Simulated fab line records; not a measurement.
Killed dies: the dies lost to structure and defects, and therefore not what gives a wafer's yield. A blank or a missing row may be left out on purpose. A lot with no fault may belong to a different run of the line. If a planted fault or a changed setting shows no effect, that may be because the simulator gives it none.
Matching of chambers + flow nand harc + NHARC_A_STAIRCASE_ETCH_444 on rie diel-09: 4 sister chambers
The step etches the open film in C4F8/O2, target depth 20400 nm, time 6800 s. 22 wafers are shown with their chamber, then 11 later ones without.

## WAFERS, EACH WITH ITS CHAMBER
| wafer  | chamber | rf vpp V (V) | oes product au (a.u.) |
|--------|---------|--------------|-----------------------|
| L075.1 | 2       | 811          | 0.924                 |
| L075.4 | 3       | 803          | 0.939                 |
| L075.5 | 3       | 804          | 0.936                 |
| L078.2 | 3       | 801          | 0.921                 |
| L078.3 | 0       | 815          | 0.932                 |
| L078.5 | 0       | 815          | 0.924                 |
| L079.1 | 3       | 802          | 0.914                 |
| L079.3 | 0       | 812          | 0.921                 |
| L079.6 | 2       | 811          | 0.926                 |
| L085.1 | 2       | 810          | 0.967                 |
| L085.2 | 3       | 802          | 0.991                 |
| L085.3 | 0       | 814          | 0.955                 |
| L089.1 | 1       | 808          | 0.935                 |
| L089.4 | 3       | 802          | 0.921                 |
| L089.6 | 2       | 810          | 0.928                 |
| L087.3 | 1       | 808          | 0.929                 |
| L087.4 | 3       | 802          | 0.920                 |
| L087.6 | 2       | 812          | 0.946                 |
| L092.4 | 0       | 814          | 0.917                 |
| L092.5 | 2       | 809          | 0.916                 |
| L092.6 | 3       | 801          | 0.927                 |
| L094.1 | 1       | 807          | 0.925                 |

SIGNATURES (averages over the wafers above)
| reading        | chamber 0 | chamber 1 | chamber 2 | chamber 3 | scatter within a chamber |
|----------------|-----------|-----------|-----------|-----------|--------------------------|
| rf vpp V       | 814.00    | 807.67    | 810.50    | 802.12    | 1.03                     |
| oes product au | 0.92980   | 0.92967   | 0.93450   | 0.93363   | 0.0197                   |
Rule: for a wafer and a chamber, the distance is found by dividing, reading by reading, the gap between the wafer's reading and the chamber's mean by the reading's scatter, squaring, summing and taking the root. If the next closest chamber is less than 2 further off than the closest, the wafer can't be placed; otherwise it belongs to the closest. How the scatter is found: for the shown wafers, subtract from each reading the mean of its chamber, square and add these, divide the total by (wafers less chambers), then take the root.

## WAFERS WHOSE CHAMBER IS MISSING
| wafer  | rf vpp V (V) | oes product au (a.u.) |
|--------|--------------|-----------------------|
| L094.2 | 809          | 0.930                 |
| L094.4 | 801          | 0.928                 |
| L095.2 | 800          | 0.918                 |
| L095.3 | 811          | 0.929                 |
| L095.6 | 806          | 0.924                 |
| L096.2 | 811          | 0.921                 |
| L096.4 | 813          | 0.922                 |
| L096.5 | 802          | 0.930                 |
| L097.2 | 810          | 0.925                 |
| L097.4 | 800          | 0.924                 |
| L097.5 | 807          | 0.936                 |

## EACH ONE'S CHAMBER
| wafer  | from the rows above     | in truth |
|--------|-------------------------|----------|
| L094.2 | can't be placed: 1 or 2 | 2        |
| L094.4 | 3                       | 3        |
| L095.2 | 3                       | 3        |
| L095.3 | 2                       | 2        |
| L095.6 | 1                       | 1        |
| L096.2 | 2                       | 2        |
| L096.4 | can't be placed: 0 or 2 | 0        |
| L096.5 | 3                       | 3        |
| L097.2 | can't be placed: 2 or 1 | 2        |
| L097.4 | 3                       | 3        |
| L097.5 | 1                       | 1        |
Correct placement for 8 of the 11. Not placeable from these rows: 3 (in 3, the candidates include the true chamber). 0 placed wrongly.
